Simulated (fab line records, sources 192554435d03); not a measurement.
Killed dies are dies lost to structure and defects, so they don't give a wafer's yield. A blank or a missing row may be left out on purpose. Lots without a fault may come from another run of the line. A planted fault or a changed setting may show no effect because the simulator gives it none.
Which tool did it? | flow n5_finfet | 24 lots, 72 wafers sampled, at 4 steps of a route of 1938

WHAT THE GAUGES READ, wafer by wafer
N5_BEOL_M5_THK_MEAS_53: measures by xrf.
lot  | measured     | on            | M5_THK (nm)
L074 | day 8 01:41  | film_metro-02 | 62.6 62.5 60.7
L075 | day 8 17:20  | film_metro-02 | 60.6 60.4 55.9
L076 | day 8 20:35  | film_metro-01 | 60.0 61.9 61.0
L077 | day 8 21:12  | film_metro-01 | 58.2 61.6 61.4
L078 | day 9 13:14  | film_metro-01 | 61.1 60.8 59.4
L079 | day 9 15:21  | film_metro-02 | 61.9 63.0 60.9
L080 | day 9 20:52  | film_metro-01 | 59.4 58.7 60.2
L081 | day 9 23:15  | film_metro-02 | 61.7 61.3 59.3
L082 | day 10 15:23 | film_metro-02 | 60.1 60.9 58.3
L084 | day 10 20:40 | film_metro-02 | 59.7 58.6 60.6
L083 | day 10 17:31 | film_metro-01 | 58.6 58.7 59.6
L085 | day 10 22:52 | film_metro-02 | 58.3 60.3 61.2
L086 | day 11 17:24 | film_metro-01 | 58.8 61.5 58.9
L088 | day 11 21:26 | film_metro-01 | 64.9 63.7 62.4
L087 | day 11 22:05 | film_metro-01 | 58.9 63.0 61.2
L089 | day 12 02:29 | film_metro-02 | 56.6 56.2 57.8
L090 | day 12 15:10 | film_metro-02 | 59.5 59.2 59.7
L091 | day 13 13:53 | film_metro-02 | 58.4 62.5 58.4
L092 | day 12 22:20 | film_metro-01 | 62.0 57.7 63.7
L093 | day 13 06:53 | film_metro-01 | 64.0 61.0 63.9
L094 | day 13 04:04 | film_metro-02 | 61.4 60.5 62.0
L095 | day 13 23:40 | film_metro-02 | 63.2 61.1 59.6
L096 | day 14 06:09 | film_metro-01 | 60.2 61.6 59.5
L097 | day 14 20:43 | film_metro-01 | 60.3 60.0 60.1

WHICH TOOL RAN EACH LOT (tool, then ch and the chambers of the sampled wafers, then the start)
lot  | N5_BEOL_M5_STRIP_36                | N5_BEOL_M5_SPUTTER_48        | N5_BEOL_M5_ANNEAL_84
L074 | rie_diel-05 ch 2,3, day 7 19:10    | pvd_sputter-01, day 7 20:32  | pvd_sputter-01, day 7 22:47
L075 | rie_diel-05 ch 0,1,3, day 8 10:56  | pvd_sputter-01, day 8 12:11  | pvd_sputter-01, day 8 14:26
L076 | rie_diel-04 ch 1,2,3, day 8 13:26  | pvd_sputter-03, day 8 15:27  | pvd_sputter-03, day 8 17:42
L077 | rie_diel-05 ch 0,1,2, day 8 13:50  | pvd_sputter-02, day 8 16:03  | pvd_sputter-02, day 8 18:19
L078 | rie_diel-03 ch 1,2, day 9 06:32    | pvd_sputter-02, day 9 08:05  | pvd_sputter-02, day 9 10:20
L079 | rie_diel-03 ch 1,2,3, day 9 06:56  | pvd_sputter-03, day 9 10:04  | pvd_sputter-03, day 9 12:19
L080 | rie_diel-04 ch 1,2, day 9 14:13    | pvd_sputter-02, day 9 15:44  | pvd_sputter-02, day 9 17:59
L081 | rie_diel-03 ch 2,3, day 9 14:32    | pvd_sputter-03, day 9 18:07  | pvd_sputter-03, day 9 20:22
L082 | rie_diel-04 ch 0,2, day 10 08:56   | pvd_sputter-01, day 10 10:15 | pvd_sputter-01, day 10 12:30
L084 | rie_diel-05 ch 0,2,3, day 10 10:57 | pvd_sputter-03, day 10 12:36 | pvd_sputter-03, day 10 17:47
L083 | rie_diel-04 ch 0,2,3, day 10 11:06 | pvd_sputter-02, day 10 12:22 | pvd_sputter-02, day 10 14:38
L085 | rie_diel-03 ch 0,1,2, day 10 16:07 | pvd_sputter-02, day 10 17:35 | pvd_sputter-02, day 10 19:50
L086 | rie_diel-04 ch 0,1,3, day 11 10:21 | pvd_sputter-01, day 11 12:13 | pvd_sputter-01, day 11 14:28
L088 | rie_diel-03 ch 0,2, day 11 14:37   | pvd_sputter-02, day 11 16:18 | pvd_sputter-02, day 11 18:33
L087 | rie_diel-03 ch 0,2,3, day 11 15:01 | pvd_sputter-01, day 11 16:56 | pvd_sputter-01, day 11 19:11
L089 | rie_diel-04 ch 1,2, day 11 19:50   | pvd_sputter-02, day 11 21:20 | pvd_sputter-02, day 11 23:35
L090 | rie_diel-03 ch 0,1, day 12 08:30   | pvd_sputter-01, day 12 10:01 | pvd_sputter-01, day 12 12:16
L091 | rie_diel-03 ch 0,2, day 12 11:32   | pvd_sputter-02, day 12 13:06 | pvd_sputter-02, day 13 11:00
L092 | rie_diel-04 ch 1,2,3, day 12 15:36 | pvd_sputter-03, day 12 17:11 | pvd_sputter-03, day 12 19:27
L093 | rie_diel-03 ch 0,2,3, day 12 20:55 | pvd_sputter-01, day 12 22:26 | pvd_sputter-01, day 13 00:41
L094 | rie_diel-03 ch 0,1, day 12 21:40   | pvd_sputter-03, day 12 22:55 | pvd_sputter-03, day 13 01:11
L095 | rie_diel-03 ch 1,2,3, day 13 16:01 | pvd_sputter-01, day 13 18:15 | pvd_sputter-01, day 13 20:30
L096 | rie_diel-05 ch 0,2,3, day 13 22:25 | pvd_sputter-03, day 14 01:01 | pvd_sputter-03, day 14 03:16
L097 | rie_diel-05 ch 2,3, day 14 13:51   | pvd_sputter-02, day 14 15:28 | pvd_sputter-02, day 14 17:43
- N5_BEOL_M5_STRIP_36: strips in N2/H2.
- N5_BEOL_M5_SPUTTER_48: material Cu, target thk 15 nm, time 27.62 s.
- N5_BEOL_M5_ANNEAL_84: time 1800 s.

WHAT THE TOOLS THEMSELVES READ (means of the sampled wafers that have a number; where no wafer has one, the mark that the record gives instead)
N5_BEOL_M5_STRIP_36.
lot  | tool        | drypump_motor_current_A (A) | oes_product_au (a.u.) | power_w (W) | rf_vpp_V (V) | showerhead_plenum_p_Torr (Torr) | throttle_valve_pct (%)
L074 | rie_diel-05 | 5.2                         | 0.68                  | 450.0       | 60.4         | 2.53                            | 23.1
L075 | rie_diel-05 | 5.4                         | 0.75                  | 449.2       | 58.4         | 2.49                            | 23.3
L076 | rie_diel-04 | 5.8                         | 0.73                  | 450.3       | 58.9         | 2.46                            | 23.8
L077 | rie_diel-05 | 5.7                         | 0.76                  | 450.5       | 58.6         | 2.53                            | 23.2
L078 | rie_diel-03 | 6.0                         | 0.79                  | 449.7       | 59.4         | 2.64                            | 23.5
L079 | rie_diel-03 | 5.7                         | 0.86                  | 449.9       | 59.1         | 2.60                            | 23.7
L080 | rie_diel-04 | 5.9                         | 0.70                  | 448.8       | 59.2         | 2.48                            | 24.0
L081 | rie_diel-03 | 6.2                         | 0.82                  | 447.9       | 58.1         | 2.58                            | 23.4
L082 | rie_diel-04 | 5.5                         | 0.69                  | 449.4       | 59.4         | 2.44                            | 23.7
L084 | rie_diel-05 | 5.4                         | 0.83                  | 449.8       | 58.1         | 2.55                            | 22.8
L083 | rie_diel-04 | 5.8                         | 0.72                  | 450.3       | 59.5         | 2.45                            | 23.7
L085 | rie_diel-03 | 5.7                         | 0.85                  | 450.1       | 58.4         | 2.59                            | 23.7
L086 | rie_diel-04 | 5.4                         | 0.72                  | 449.5       | 57.9         | 2.41                            | 23.6
L088 | rie_diel-03 | 6.0                         | 0.87                  | 450.4       | 58.5         | 2.52                            | 23.5
L087 | rie_diel-03 | 5.9                         | 0.86                  | 451.0       | 60.1         | 2.52                            | 23.6
L089 | rie_diel-04 | 5.4                         | 0.69                  | 451.1       | 59.0         | 2.44                            | 23.8
L090 | rie_diel-03 | 5.1                         | 0.85                  | 450.2       | 59.7         | 2.61                            | 24.0
L091 | rie_diel-03 | 6.3                         | 0.80                  | 451.3       | 59.0         | 2.57                            | 23.3
L092 | rie_diel-04 | 5.8                         | 0.70                  | 450.3       | 57.8         | 2.45                            | 23.8
L093 | rie_diel-03 | 5.9                         | 0.85                  | 451.0       | 58.2         | 2.52                            | 23.6
L094 | rie_diel-03 | 5.4                         | 0.88                  | 450.1       | 58.9         | 2.55                            | 23.8
L095 | rie_diel-03 | 5.6                         | 0.83                  | 449.8       | 58.9         | 2.59                            | 23.7
L096 | rie_diel-05 | 5.4                         | 0.90                  | 450.1       | 58.9         | 2.53                            | 22.8
L097 | rie_diel-05 | 5.5                         | 0.92                  | 450.6       | 60.4         | 2.54                            | 22.7

N5_BEOL_M5_SPUTTER_48.
lot  | tool           | throttle_valve_pct (%)
L074 | pvd_sputter-01 | 28.3
L075 | pvd_sputter-01 | 28.3
L076 | pvd_sputter-03 | 30.8
L077 | pvd_sputter-02 | 29.3
L078 | pvd_sputter-02 | 29.4
L079 | pvd_sputter-03 | 30.7
L080 | pvd_sputter-02 | 29.7
L081 | pvd_sputter-03 | 30.0
L082 | pvd_sputter-01 | 29.3
L084 | pvd_sputter-03 | 29.8
L083 | pvd_sputter-02 | 30.0
L085 | pvd_sputter-02 | 29.1
L086 | pvd_sputter-01 | 28.7
L088 | pvd_sputter-02 | 29.6
L087 | pvd_sputter-01 | 28.7
L089 | pvd_sputter-02 | 29.2
L090 | pvd_sputter-01 | 29.0
L091 | pvd_sputter-02 | 30.0
L092 | pvd_sputter-03 | 30.4
L093 | pvd_sputter-01 | 28.0
L094 | pvd_sputter-03 | 29.3
L095 | pvd_sputter-01 | 29.4
L096 | pvd_sputter-03 | 30.0
L097 | pvd_sputter-02 | 29.5

N5_BEOL_M5_ANNEAL_84.
lot  | tool           | heater_power_w (W)
L074 | pvd_sputter-01 | 806
L075 | pvd_sputter-01 | 819
L076 | pvd_sputter-03 | 760
L077 | pvd_sputter-02 | 838
L078 | pvd_sputter-02 | 841
L079 | pvd_sputter-03 | 820
L080 | pvd_sputter-02 | 838
L081 | pvd_sputter-03 | 736
L082 | pvd_sputter-01 | 834
L084 | pvd_sputter-03 | 737
L083 | pvd_sputter-02 | 814
L085 | pvd_sputter-02 | 851
L086 | pvd_sputter-01 | 866
L088 | pvd_sputter-02 | 848
L087 | pvd_sputter-01 | 868
L089 | pvd_sputter-02 | 834
L090 | pvd_sputter-01 | 745
L091 | pvd_sputter-02 | 818
L092 | pvd_sputter-03 | 787
L093 | pvd_sputter-01 | 867
L094 | pvd_sputter-03 | 761
L095 | pvd_sputter-01 | 898
L096 | pvd_sputter-03 | 839
L097 | pvd_sputter-02 | 834

THE ANSWER, worked out from the rows above alone
Rule: what is usual is taken from the lots themselves. Put in order of their means at a reading, lots are off if they are a third of the lots or fewer, leave a main group of 4 or more, and stand apart from it by a gap of 3 or more times the standard deviation of the main group's means; of several such gaps the widest counts. A main group whose means are all the same, to the digits that the tables above print for the reading, isn't used. A lot without any number at a reading at which 4 lots or more have one is off too. The other lots that the step has rows for count as sound. The gauges are gone through in route order, then the tools' own readings, and for those a lot's mean is taken as printed above. The first step at which some lot is off is used, and at that step the reading that is off furthest; a lot without a number counts as furthest.
No lot is off at any reading shown: from this, nothing can be told.

WHAT THE SIMULATOR HAD PUT IN
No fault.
